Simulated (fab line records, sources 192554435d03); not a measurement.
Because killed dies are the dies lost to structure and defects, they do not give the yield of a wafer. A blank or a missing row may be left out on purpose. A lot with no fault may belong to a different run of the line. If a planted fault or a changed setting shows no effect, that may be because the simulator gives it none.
Struck lot and sound lot, side by side / flow n5 finfet / 37 out of 1938 route steps
Sound: wafers L241.1, L241.4, L241.5. Struck: wafers L231.2, L231.3, L231.6. At the end, the cause is stated.
For every step that has rows: the tool of each side, followed by ch and its chambers, followed by its first start. Under that, the readings that differ: sound wafers / struck wafers / difference of the means / sigmas: that difference in standard deviations of wafers without a fault.
alike: same words and numbers on both sides, and readings whose means sit less than 2 such deviations apart. not compared: any withheld reading, any reading some wafer has no value for, any bound like >300 that may hide the same value, and any number with overlapping values for which the record gives no deviation.
Wherever a step has rows on one side only, a row that says differs or no value, or a row with sigmas, the two part there. Numbers that have no deviation but don't overlap get no sigmas and don't part them. A reading missing from all wafers of one side parts the sides only when that side holds two or more wafers.

first, 9 steps without rows for these wafers: N5_BEOL_M6_ALD_77 (deposits TaN, target thk 2 nm, pulse time 2 s, purge time 3 s); N5_BEOL_M6_SURFACE_TREAT_79; N5_BEOL_M6_CVD_78 (deposits Co from CCTBA/H2, target thk 2 nm, time 142.3 s); N5_BEOL_M6_SPUTTER_48 (material Cu, target thk 10 nm, time 1.667 s); N5_BEOL_M6_ECD_50 (material Cu, target thk 300 nm); N5_BEOL_M6_ANNEAL_51 (time 90 s); N5_BEOL_M6_CMP_52 (polishes, stops on SiCOH lowk, t overpolish 6.9 s, target thk 80 nm); N5_BEOL_M6_PRE_CLEAN_55 (time 15 s); N5_BEOL_M6_DEP_56 (deposits SiCN from 3MS/NH3, target thk 10 nm, time 17.5 s).
N5_BEOL_M7_ILD_DEP_00: deposits SiCOH lowk from DEMS/porogen, target thk 179.75 nm, time 33.4 s.
  sound on pecvd-01 ch 2, day 14 13:51; struck on pecvd-03 ch 0,2, day 11 14:34
reading=susceptor temp C (C); sound=300.00 299.84 299.83; struck=291.41 291.23 291.25; difference=-8.59; sigmas=-45
reading=model.SiCOH_lowk_of_BEOL_M7_ILD_DEP_00.thk nm (nm); sound=181.4 183.6 184; struck=189.6 191.6 192; difference=+8.1; sigmas=
  alike: heater power w, showerhead plenum p Torr, throttle valve pct
then, 1 step without rows for these wafers: N5_BEOL_M7_CURE_74 (cures SiCOH lowk, time 240 s).
N5_BEOL_M7_THK_MEAS_01:
  struck on film metro-01, day 11 15:08; sound on film metro-02, day 14 14:27
reading=M7_ILD_THK (nm); sound=156.3 158.4 158.6; struck=163.7 165.3 165.8; difference=+7.2; sigmas=+3
then, 23 steps without rows for these wafers: N5_BEOL_M7_PECVD_70 (deposits SiO2 from TEOS/O2, target thk 20 nm, time 22.7 s); N5_BEOL_M7_HM_DEP_02 (deposits TiN, target thk 20 nm); N5_BEOL_M7_COAT_59 (time 60 s, resist thk 100 nm); N5_BEOL_M7_COAT_60 (time 60 s, resist thk 35 nm); N5_BEOL_M7_COAT_05 (resist thk 90 nm); N5_BEOL_M7_EBR_07; N5_BEOL_M7_SOFTBAKE_06 (time 60 s); N5_BEOL_M7_EXPOSE_08 (exposes mask M7); N5_BEOL_M7_PEB_09 (peb time 60 s); N5_BEOL_M7_DEVELOP_10 (develop time 30 s); N5_BEOL_M7_DESCUM_16 (chemistry O2, time 7.9 s); N5_BEOL_M7_ETCH_61 (etches SiARC in CF4, target depth 45.5 nm, time 75.8 s); N5_BEOL_M7_ETCH_62 (etches SOC in N2/H2, target depth 110 nm, overetch 22 nm, time 165 s); N5_BEOL_M7_STRIP_68 (strips in N2/H2); N5_BEOL_M7_STRIP_67 (strips in CF4); N5_BEOL_M7_HM_OPEN_17 (chemistry Cl2/BCl3, target TiN, target depth 20 nm, overetch 6 nm); N5_BEOL_M7_STRIP_19 (strips in O2); N5_BEOL_M7_COAT_63 (time 60 s, resist thk 60 nm); N5_BEOL_M7_COAT_64 (time 60 s, resist thk 12 nm); N5_BEOL_M7_COAT_71 (time 60 s, resist thk 5 nm); N5_BEOL_M7_COAT_22 (resist thk 30 nm); N5_BEOL_M7_EBR_24; N5_BEOL_M7_SOFTBAKE_23 (time 60 s).
N5_BEOL_M7_CMP_52: polishes, stops on SiCOH lowk, t overpolish 6.9 s, target thk 80 nm.
  sound on cmp-02 ch 0,2,3, day 14 19:56; struck on cmp-01 ch 1,2,3, day 11 21:48
reading=model.SiCOH_lowk_of_BEOL_M7_ILD_DEP_00.thk nm (nm); sound=153.4 155.4 155.8; struck=160.6 162.4 162.8; difference=+7.1; sigmas=
  alike: motor current A, platen rpm
-- the record jumps here: 3 days lie between the struck wafers' starts before and after (it left off in module BEOL_M7 and takes up again in module PASSIVATION, whose first step shown is number 1936 of the route) --
N5_PASSIVATION_PROBE_49:
  struck on prober-02, day 14 12:40; sound on prober-02, day 18 05:15
  alike: defect limited yield, killed_at_M0_to_M3, killed_at_M4_up, killed at contacts, killed at front end, killed at other, killed dies, killed open, killed short, sort_bin_5_function, sort_bin_6_memory, sort n pass, sort yield pct

## WHERE THEY PART
Earliest at N5_BEOL_M7_ILD_DEP_00; latest, in this record, at N5_BEOL_M7_THK_MEAS_01. Later steps at which nothing parts them and some readings are alike: N5_BEOL_M7_CMP_52, N5_PASSIVATION_PROBE_49.

WHY: what had been put in by the simulator
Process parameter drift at N5_BEOL_M7_ILD_DEP_00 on pecvd-03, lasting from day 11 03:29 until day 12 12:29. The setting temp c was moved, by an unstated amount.
